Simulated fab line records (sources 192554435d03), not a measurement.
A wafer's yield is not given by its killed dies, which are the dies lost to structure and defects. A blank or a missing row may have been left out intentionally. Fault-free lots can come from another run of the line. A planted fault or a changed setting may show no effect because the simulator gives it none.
Lot-split experiment :: flow n5 finfet :: route with 1938 steps; 7 lots, 39 wafers read

== SPLIT DETAILS ==
At N5_DUMMY_GATE_HM_DEP_06 (deposits SiNx from DCS/NH3, target thk 80 nm, time 5141 s), the setting target thk a was moved away from the recipe's 800 angstrom on 30 of the 39 wafers read, by -43.8% to +43.4%. This setting was run at the recipe's value on the other wafers.

The reading is taken at the split's own step.

== THE READING ==
SiNx_of_DUMMY_GATE_HM_DEP_06.thk nm (the simulator's own value, which no gauge read), in nm, at N5_DUMMY_GATE_HM_DEP_06 (deposits SiNx from DCS/NH3, target thk 80 nm, time 5141 s). The file gives no usual value for it. Average 79.7 nm, standard deviation 0.85 nm, over the 9 wafers here run with the recipe.

wafer: L074.1
tool, chamber at the split: -, -
target thk a as run, angstrom: 1048
against the recipe: +31.0%
SiNx_of_DUMMY_GATE_HM_DEP_06.thk nm, nm: 105
against lot-mates on the recipe: no lot-mate on the recipe

wafer: L074.3
tool, chamber at the split: -, -
target thk a as run, angstrom: 1048
against the recipe: +31.0%
SiNx_of_DUMMY_GATE_HM_DEP_06.thk nm, nm: 105
against lot-mates on the recipe: no lot-mate on the recipe

wafer: L074.2
tool, chamber at the split: -, -
target thk a as run, angstrom: 1048
against the recipe: +31.0%
SiNx_of_DUMMY_GATE_HM_DEP_06.thk nm, nm: 104.4
against lot-mates on the recipe: no lot-mate on the recipe

wafer: L074.4
tool, chamber at the split: -, -
target thk a as run, angstrom: 1048
against the recipe: +31.0%
SiNx_of_DUMMY_GATE_HM_DEP_06.thk nm, nm: 104.8
against lot-mates on the recipe: no lot-mate on the recipe

wafer: L074.5
tool, chamber at the split: -, -
target thk a as run, angstrom: 1048
against the recipe: +31.0%
SiNx_of_DUMMY_GATE_HM_DEP_06.thk nm, nm: 104.8
against lot-mates on the recipe: no lot-mate on the recipe

wafer: L074.6
tool, chamber at the split: -, -
target thk a as run, angstrom: 1048
against the recipe: +31.0%
SiNx_of_DUMMY_GATE_HM_DEP_06.thk nm, nm: 104.6
against lot-mates on the recipe: no lot-mate on the recipe

wafer: L079.1
tool, chamber at the split: lpcvd-01, 1/40
target thk a as run, angstrom: 800
against the recipe: recipe
SiNx_of_DUMMY_GATE_HM_DEP_06.thk nm, nm: 80.8
against lot-mates on the recipe: -

wafer: L079.2
tool, chamber at the split: lpcvd-01, 1/45
target thk a as run, angstrom: 800
against the recipe: recipe
SiNx_of_DUMMY_GATE_HM_DEP_06.thk nm, nm: 81
against lot-mates on the recipe: -

wafer: L079.4
tool, chamber at the split: lpcvd-01, 1/54
target thk a as run, angstrom: 800
against the recipe: recipe
SiNx_of_DUMMY_GATE_HM_DEP_06.thk nm, nm: 80.4
against lot-mates on the recipe: -

wafer: L082.1
tool, chamber at the split: -, -
target thk a as run, angstrom: 612.1
against the recipe: -23.5%
SiNx_of_DUMMY_GATE_HM_DEP_06.thk nm, nm: 60.6
against lot-mates on the recipe: no lot-mate on the recipe

wafer: L082.2
tool, chamber at the split: -, -
target thk a as run, angstrom: 612.1
against the recipe: -23.5%
SiNx_of_DUMMY_GATE_HM_DEP_06.thk nm, nm: 60.8
against lot-mates on the recipe: no lot-mate on the recipe

wafer: L082.3
tool, chamber at the split: -, -
target thk a as run, angstrom: 612.1
against the recipe: -23.5%
SiNx_of_DUMMY_GATE_HM_DEP_06.thk nm, nm: 60.4
against lot-mates on the recipe: no lot-mate on the recipe

wafer: L082.4
tool, chamber at the split: -, -
target thk a as run, angstrom: 612.1
against the recipe: -23.5%
SiNx_of_DUMMY_GATE_HM_DEP_06.thk nm, nm: 61
against lot-mates on the recipe: no lot-mate on the recipe

wafer: L082.5
tool, chamber at the split: -, -
target thk a as run, angstrom: 612.1
against the recipe: -23.5%
SiNx_of_DUMMY_GATE_HM_DEP_06.thk nm, nm: 61.6
against lot-mates on the recipe: no lot-mate on the recipe

wafer: L082.6
tool, chamber at the split: -, -
target thk a as run, angstrom: 612.1
against the recipe: -23.5%
SiNx_of_DUMMY_GATE_HM_DEP_06.thk nm, nm: 61.2
against lot-mates on the recipe: no lot-mate on the recipe

wafer: L085.1
tool, chamber at the split: -, -
target thk a as run, angstrom: 449.8
against the recipe: -43.8%
SiNx_of_DUMMY_GATE_HM_DEP_06.thk nm, nm: 46.2
against lot-mates on the recipe: no lot-mate on the recipe

wafer: L085.2
tool, chamber at the split: -, -
target thk a as run, angstrom: 449.8
against the recipe: -43.8%
SiNx_of_DUMMY_GATE_HM_DEP_06.thk nm, nm: 46.2
against lot-mates on the recipe: no lot-mate on the recipe

wafer: L085.3
tool, chamber at the split: -, -
target thk a as run, angstrom: 449.8
against the recipe: -43.8%
SiNx_of_DUMMY_GATE_HM_DEP_06.thk nm, nm: 46
against lot-mates on the recipe: no lot-mate on the recipe

wafer: L085.4
tool, chamber at the split: -, -
target thk a as run, angstrom: 449.8
against the recipe: -43.8%
SiNx_of_DUMMY_GATE_HM_DEP_06.thk nm, nm: 46.6
against lot-mates on the recipe: no lot-mate on the recipe

wafer: L085.5
tool, chamber at the split: -, -
target thk a as run, angstrom: 449.8
against the recipe: -43.8%
SiNx_of_DUMMY_GATE_HM_DEP_06.thk nm, nm: 46.4
against lot-mates on the recipe: no lot-mate on the recipe

wafer: L085.6
tool, chamber at the split: -, -
target thk a as run, angstrom: 449.8
against the recipe: -43.8%
SiNx_of_DUMMY_GATE_HM_DEP_06.thk nm, nm: 45.6
against lot-mates on the recipe: no lot-mate on the recipe

wafer: L087.1
tool, chamber at the split: -, -
target thk a as run, angstrom: 1147
against the recipe: +43.4%
SiNx_of_DUMMY_GATE_HM_DEP_06.thk nm, nm: 115.4
against lot-mates on the recipe: no lot-mate on the recipe

wafer: L087.2
tool, chamber at the split: -, -
target thk a as run, angstrom: 1147
against the recipe: +43.4%
SiNx_of_DUMMY_GATE_HM_DEP_06.thk nm, nm: 114.4
against lot-mates on the recipe: no lot-mate on the recipe

wafer: L087.3
tool, chamber at the split: -, -
target thk a as run, angstrom: 1147
against the recipe: +43.4%
SiNx_of_DUMMY_GATE_HM_DEP_06.thk nm, nm: 114.4
against lot-mates on the recipe: no lot-mate on the recipe

wafer: L087.4
tool, chamber at the split: -, -
target thk a as run, angstrom: 1147
against the recipe: +43.4%
SiNx_of_DUMMY_GATE_HM_DEP_06.thk nm, nm: 114.8
against lot-mates on the recipe: no lot-mate on the recipe

wafer: L087.6
tool, chamber at the split: -, -
target thk a as run, angstrom: 1147
against the recipe: +43.4%
SiNx_of_DUMMY_GATE_HM_DEP_06.thk nm, nm: 114.8
against lot-mates on the recipe: no lot-mate on the recipe

wafer: L087.5
tool, chamber at the split: -, -
target thk a as run, angstrom: 1147
against the recipe: +43.4%
SiNx_of_DUMMY_GATE_HM_DEP_06.thk nm, nm: 114.6
against lot-mates on the recipe: no lot-mate on the recipe

wafer: L096.1
tool, chamber at the split: -, -
target thk a as run, angstrom: 800
against the recipe: recipe
SiNx_of_DUMMY_GATE_HM_DEP_06.thk nm, nm: 79.2
against lot-mates on the recipe: -

wafer: L096.2
tool, chamber at the split: -, -
target thk a as run, angstrom: 800
against the recipe: recipe
SiNx_of_DUMMY_GATE_HM_DEP_06.thk nm, nm: 79.2
against lot-mates on the recipe: -

wafer: L096.3
tool, chamber at the split: -, -
target thk a as run, angstrom: 800
against the recipe: recipe
SiNx_of_DUMMY_GATE_HM_DEP_06.thk nm, nm: 79
against lot-mates on the recipe: -

wafer: L096.4
tool, chamber at the split: -, -
target thk a as run, angstrom: 800
against the recipe: recipe
SiNx_of_DUMMY_GATE_HM_DEP_06.thk nm, nm: 78.6
against lot-mates on the recipe: -

wafer: L096.5
tool, chamber at the split: -, -
target thk a as run, angstrom: 800
against the recipe: recipe
SiNx_of_DUMMY_GATE_HM_DEP_06.thk nm, nm: 80
against lot-mates on the recipe: -

wafer: L096.6
tool, chamber at the split: -, -
target thk a as run, angstrom: 800
against the recipe: recipe
SiNx_of_DUMMY_GATE_HM_DEP_06.thk nm, nm: 78.8
against lot-mates on the recipe: -

wafer: L097.1
tool, chamber at the split: -, -
target thk a as run, angstrom: 489.5
against the recipe: -38.8%
SiNx_of_DUMMY_GATE_HM_DEP_06.thk nm, nm: 48
against lot-mates on the recipe: no lot-mate on the recipe

wafer: L097.2
tool, chamber at the split: -, -
target thk a as run, angstrom: 489.5
against the recipe: -38.8%
SiNx_of_DUMMY_GATE_HM_DEP_06.thk nm, nm: 48.4
against lot-mates on the recipe: no lot-mate on the recipe

wafer: L097.3
tool, chamber at the split: -, -
target thk a as run, angstrom: 489.5
against the recipe: -38.8%
SiNx_of_DUMMY_GATE_HM_DEP_06.thk nm, nm: 48.8
against lot-mates on the recipe: no lot-mate on the recipe

wafer: L097.5
tool, chamber at the split: -, -
target thk a as run, angstrom: 489.5
against the recipe: -38.8%
SiNx_of_DUMMY_GATE_HM_DEP_06.thk nm, nm: 48.8
against lot-mates on the recipe: no lot-mate on the recipe

wafer: L097.4
tool, chamber at the split: -, -
target thk a as run, angstrom: 489.5
against the recipe: -38.8%
SiNx_of_DUMMY_GATE_HM_DEP_06.thk nm, nm: 49
against lot-mates on the recipe: no lot-mate on the recipe

wafer: L097.6
tool, chamber at the split: -, -
target thk a as run, angstrom: 489.5
against the recipe: -38.8%
SiNx_of_DUMMY_GATE_HM_DEP_06.thk nm, nm: 48.2
against lot-mates on the recipe: no lot-mate on the recipe

THE FIT
A straight line over all 39 wafers: SiNx_of_DUMMY_GATE_HM_DEP_06.thk nm changes by +0.796 nm for each +1% of target thk a; r = +1.00; the points scatter about the line by 0.73 nm.
Too few moved wafers with a lot-mate on the recipe to fit a line net of each lot's own level.

== FILE'S OWN FIT ==
SiNx_of_DUMMY_GATE_HM_DEP_06.thk nm changes by +0.796 nm for each +1% of target thk a, r = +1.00.
